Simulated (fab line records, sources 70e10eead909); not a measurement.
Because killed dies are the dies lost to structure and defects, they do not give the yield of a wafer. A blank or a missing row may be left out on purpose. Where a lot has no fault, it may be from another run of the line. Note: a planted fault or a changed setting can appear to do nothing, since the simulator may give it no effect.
Chamber matching    flow nand-harc    NHARC_A_CONTACT_ETCH_30 on rie-diel-12 has 4 sister chambers
The step etches the open film in CF4/CHF3, target depth 72.6 nm, time 36.3 s. 18 wafers are shown with their chamber, then 9 later ones without.

## WAFERS PAIRED WITH THEIR CHAMBERS
wafer   chamber  drypump-motor-current-A (A)  showerhead-plenum-p-Torr (Torr)  run-length-s (s)
L885.2  0        5.8                          1.59                             57.4
L885.3  1        6.2                          1.58                             58.1
L885.6  2        5.2                          1.56                             57.6
L893.1  0        5.7                          1.59                             57.1
L893.4  3        5.8                          1.47                             58.3
L893.5  0        5.8                          1.59                             57.2
L896.2  3        5.8                          1.46                             58.5
L896.5  2        5.2                          1.55                             57.6
L896.6  1        6.2                          1.57                             57.7
L898.2  2        5.2                          1.55                             57.5
L898.5  3        5.8                          1.46                             58.5
L898.6  2        5.2                          1.55                             57.6
L899.3  2        5.2                          1.55                             57.5
L899.5  2        5.2                          1.55                             57.9
L899.6  1        6.2                          1.57                             57.8
L903.2  1        6.2                          1.57                             57.9
L903.4  0        5.8                          1.59                             57.2
L903.5  1        6.3                          1.57                             58.1

SIGNATURES (averages over the wafers above)
reading                   chamber 0  chamber 1  chamber 2  chamber 3  scatter within a chamber
drypump-motor-current-A   5.775      6.220      5.200      5.800      0.0333
showerhead-plenum-p-Torr  1.5900     1.5720     1.5517     1.4633     0.00405
run-length-s              57.225     57.920     57.617     58.433     0.149
Rule: a wafer lies at a distance from a chamber equal to the root of the sum of squares, over the readings, of (its reading less the chamber's mean, divided by the reading's scatter). If the next closest chamber is less than 2 further off than the closest, the wafer can't be placed; otherwise it belongs to the closest. How the scatter is found: for the shown wafers, subtract from each reading the mean of its chamber, square and add these, divide the total by (wafers less chambers), then take the root.

## WAFERS WITHOUT THEIR CHAMBER
wafer   drypump-motor-current-A (A)  showerhead-plenum-p-Torr (Torr)  run-length-s (s)
L901.1  5.8                          1.59                             57.1
L901.2  5.8                          1.46                             58.5
L901.3  6.2                          1.57                             58.2
L902.2  5.8                          1.46                             58.3
L902.4  6.3                          1.57                             58.0
L902.5  5.8                          1.59                             57.3
L904.1  5.8                          1.58                             57.0
L904.5  5.8                          1.58                             57.2
L904.6  6.3                          1.57                             58.0

## THE CHAMBER EACH PASSED THROUGH
wafer   from the rows above  in truth
L901.1  0                    0
L901.2  3                    3
L901.3  1                    1
L902.2  3                    3
L902.4  1                    1
L902.5  0                    0
L904.1  0                    0
L904.5  0                    0
L904.6  1                    1
Placed correctly: 9 of 9. Not placeable from these rows: 0. Wrongly placed: 0.
